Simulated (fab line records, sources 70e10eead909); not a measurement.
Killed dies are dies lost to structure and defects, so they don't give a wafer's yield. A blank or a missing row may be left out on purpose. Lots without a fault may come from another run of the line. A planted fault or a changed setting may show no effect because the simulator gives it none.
Which tool did it? | flow nand_harc | 14 lots, 42 wafers sampled, at 3 steps of a route of 1302

WHAT THE GAUGES READ, wafer by wafer
NHARC_A_SGD_CUT_THK_MEAS_22: measures by ellipsometry. Usual: thk_nm 148.3 nm, standard deviation 1.4.
lot  | measured     | on            | thk_nm (nm)       | flag
L586 | day 18 18:00 | film_metro-02 | 148.1 148.5 147.2 |
L588 | day 20 05:29 | film_metro-01 | 147.0 146.2 145.5 |
L589 | day 20 05:29 | film_metro-02 | 147.5 147.3 147.9 |
L590 | day 20 23:16 | film_metro-01 | 148.1 148.1 147.1 |
L591 | day 21 11:08 | film_metro-02 | 146.0 147.6 147.4 |
L592 | day 22 09:41 | film_metro-01 | 149.6 151.1 149.1 |
L601 | day 25 15:48 | film_metro-02 | 148.8 149.3 148.5 |
L602 | day 25 19:12 | film_metro-01 | 150.1 147.3 149.5 |
L603 | day 26 16:36 | film_metro-02 | 148.1 149.0 148.8 |
L606 | day 27 08:41 | film_metro-01 | 146.3 148.6 146.4 |
L605 | day 27 08:41 | film_metro-02 | 147.2 147.8 149.6 |
L604 | day 27 08:41 | film_metro-01 | 149.2 151.0 148.7 |
L607 | day 27 20:23 | film_metro-02 | 148.8 147.5 148.9 |
L608 | day 28 15:10 | film_metro-02 | 146.5 145.8 147.7 |

NHARC_A_SLIT_CD_MEAS_21. Usual: cd_nm 289.6 nm, standard deviation 0.75.
lot  | measured     | on        | cd_nm (nm)        | flag
L586 | day 19 14:44 | cd_sem-01 | 290.7 290.2 290.5 |
L588 | day 20 17:10 | cd_sem-01 | 289.8 291.3 290.3 |
L589 | day 20 17:25 | cd_sem-01 | 289.8 289.5 289.1 |
L590 | day 21 11:06 | cd_sem-01 | 288.7 289.5 289.1 |
L591 | day 22 01:26 | cd_sem-03 | 290.7 290.1 288.7 |
L592 | day 23 04:44 | cd_sem-02 | 289.3 289.6 289.3 |
L601 | day 26 03:45 | cd_sem-01 | 290.2 289.0 289.8 |
L602 | day 26 07:38 | cd_sem-03 | 289.6 289.5 289.7 |
L603 | day 27 06:48 | cd_sem-01 | 290.1 290.2 289.3 |
L606 | day 27 23:44 | cd_sem-01 | 288.7 289.0 289.2 |
L605 | day 27 20:46 | cd_sem-03 | 290.5 289.9 290.2 |
L604 | day 28 00:35 | cd_sem-01 | 289.1 289.2 289.8 |
L607 | day 28 09:46 | cd_sem-01 | 289.1 289.9 288.4 |
L608 | day 29 04:13 | cd_sem-03 | 289.1 289.8 290.2 |

NHARC_A_SIN_REMOVE_INSPECT_04. Usual: raw_defect_count 379, standard deviation 78.
lot  | measured     | on                | raw_defect_count | flag
L586 | day 19 21:22 | defect_inspect-02 | 261 272 295      |
L588 | day 20 23:46 | defect_inspect-02 | 328 388 340      |
L589 | day 20 23:46 | defect_inspect-01 | 315 334 347      |
L590 | day 21 17:43 | defect_inspect-01 | 427 358 295      |
L591 | day 22 08:04 | defect_inspect-01 | 455 476 579      |
L592 | day 23 11:19 | defect_inspect-02 | 337 322 393      |
L601 | day 26 10:19 | defect_inspect-01 | 502 525 502      |
L602 | day 26 15:08 | defect_inspect-02 | 440 427 467      |
L603 | day 27 13:31 | defect_inspect-02 | 383 321 323      |
L606 | day 28 06:20 | defect_inspect-02 | 453 402 486      |
L605 | day 28 03:19 | defect_inspect-01 | 372 345 358      |
L604 | day 28 06:20 | defect_inspect-01 | 392 383 330      |
L607 | day 28 16:25 | defect_inspect-02 | 427 272 302      |
L608 | day 29 09:35 | defect_inspect-02 | 329 201 275      |

WHICH TOOL RAN EACH LOT (tool, then ch and the chambers of the sampled wafers, then the start)
The record holds no process step before these readings.

WHAT THE TOOLS THEMSELVES READ (means of the sampled wafers that have a number; where no wafer has one, the mark that the record gives instead)
The record holds no such reading with a usual standard deviation.

THE ANSWER, worked out from the rows above alone
Rule: a lot is off if the mean of its wafers that have a number lies more than 3 standard deviations from the usual mean. A lot without any number at a reading at which 4 lots or more have one is off too. The other lots that the step has rows for count as sound. The gauges are gone through in route order, then the tools' own readings, and for those a lot's mean is taken as printed above. The first step at which some lot is off is used, and at that step the reading that is off furthest; a lot without a number counts as furthest.
No lot is off at any reading shown: from this, nothing can be told.

WHAT THE SIMULATOR HAD PUT IN
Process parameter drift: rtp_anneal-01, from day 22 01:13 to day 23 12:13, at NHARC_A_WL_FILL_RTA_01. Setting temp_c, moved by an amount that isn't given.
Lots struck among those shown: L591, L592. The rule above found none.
